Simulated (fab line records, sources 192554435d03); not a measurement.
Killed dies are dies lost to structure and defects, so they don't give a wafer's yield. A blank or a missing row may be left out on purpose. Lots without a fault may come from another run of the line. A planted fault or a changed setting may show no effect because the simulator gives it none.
Split-lot experiment | flow n5_finfet | 7 lots, 21 wafers read, on a route of 1938 steps

THE SPLIT
At N5_BEOL_M9_CMP_52 (polishes, stops on SiCOH lowk, t overpolish 7 s, target thk 140 nm), the setting down_force_psi was moved away from the recipe's 1 psi on 7 of the 21 wafers read, by -17.1% to -6.6%. The other wafers ran this setting at the recipe's value.

The reading is taken at the split's own step.

THE READING
barrier_field_endpoint_s, in s, at N5_BEOL_M9_CMP_52 (polishes, stops on SiCOH lowk, t overpolish 7 s, target thk 140 nm). Fault-free wafers of this fab line usually give 29.0 s, standard deviation 0.79 s.

wafer  | tool, chamber at the split | down_force_psi as run, psi | against the recipe | barrier_field_endpoint_s, s | against lot-mates on the recipe
L075.4 | cmp-04, 3                  | 0.8291                     | -17.1%             | 34.9                        | +6.0
L075.3 | cmp-04, 0                  | 1                          | recipe             | 28.9                        | -
L075.6 | cmp-04, 2                  | 0.8291                     | -17.1%             | 35.1                        | +6.2
L078.4 | cmp-01, 2                  | 0.9337                     | -6.6%              | 30.4                        | +1.3
L078.3 | cmp-01, 0                  | 1                          | recipe             | 29.1                        | -
L078.6 | cmp-01, 2                  | 0.9337                     | -6.6%              | 32.0                        | +2.9
L079.4 | cmp-01, 2                  | 1                          | recipe             | 27.4                        | -
L079.3 | cmp-01, 3                  | 0.8472                     | -15.3%             | 32.8                        | +5.4
L079.6 | cmp-01, 2                  | 0.8472                     | -15.3%             | 33.7                        | +6.3
L080.2 | cmp-04, 0                  | 1                          | recipe             | 27.8                        | -
L080.1 | cmp-04, 1                  | 1                          | recipe             | 30.1                        | -
L080.4 | cmp-04, 2                  | 1                          | recipe             | 29.4                        | -
L086.3 | cmp-02, 3                  | 1                          | recipe             | 27.9                        | -
L086.2 | cmp-02, 0                  | 1                          | recipe             | 27.6                        | -
L086.5 | cmp-02, 2                  | 1                          | recipe             | 28.4                        | -
L090.1 | cmp-04, 0                  | 0.8509                     | -14.9%             | 35.0                        | +5.4
L090.4 | cmp-04, 1                  | 1                          | recipe             | 29.8                        | -
L090.6 | cmp-04, 3                  | 1                          | recipe             | 29.5                        | -
L093.2 | cmp-01, 1                  | 1                          | recipe             | 29.3                        | -
L093.1 | cmp-01, 0                  | 1                          | recipe             | 28.5                        | -
L093.6 | cmp-01, 2                  | 1                          | recipe             | 29.4                        | -

THE FIT
A straight line over all 21 wafers: barrier_field_endpoint_s changes by -0.347 s for each +1% of down_force_psi; r = -0.94; the points scatter about the line by 0.86 s.
The same after taking each lot's own level away (the mean of its wafers on the recipe; 21 wafers): -0.365 s for each +1%; r = -0.98; scatter 0.55 s.
On that fit, the largest move of down_force_psi shifts the reading by 6.2 s.
The lots' own levels span 27.40 to 29.65 s, that is 2.8 times the standard deviation above.
So the lot-to-lot level changes the slope little: the two slopes agree.
Check: with one of the wafers moved furthest among these (-17.1%) left out of the fit, the line predicts +6.28 s for it against its lot-mates. It came out at +6 s against them.
Tool readings at the split's step, against how far the setting was moved: barrier_field_endpoint_s r = -0.94.

OTHER SPLITS ON THESE WAFERS
These wafers also went through other splits before the reading. Each is held against what the fit with the lots' levels taken away leaves over:
other split on the same wafers | wafers away from the commonest value | r with barrier_field_endpoint_s (lot level and that fit taken away)
N5_BEOL_M9_EXPOSE_08 dose_mj   | 5                                    | +0.53

THE FILE'S OWN FIT
barrier_field_endpoint_s changes by -0.36 s for each +1% of down_force_psi, r = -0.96.
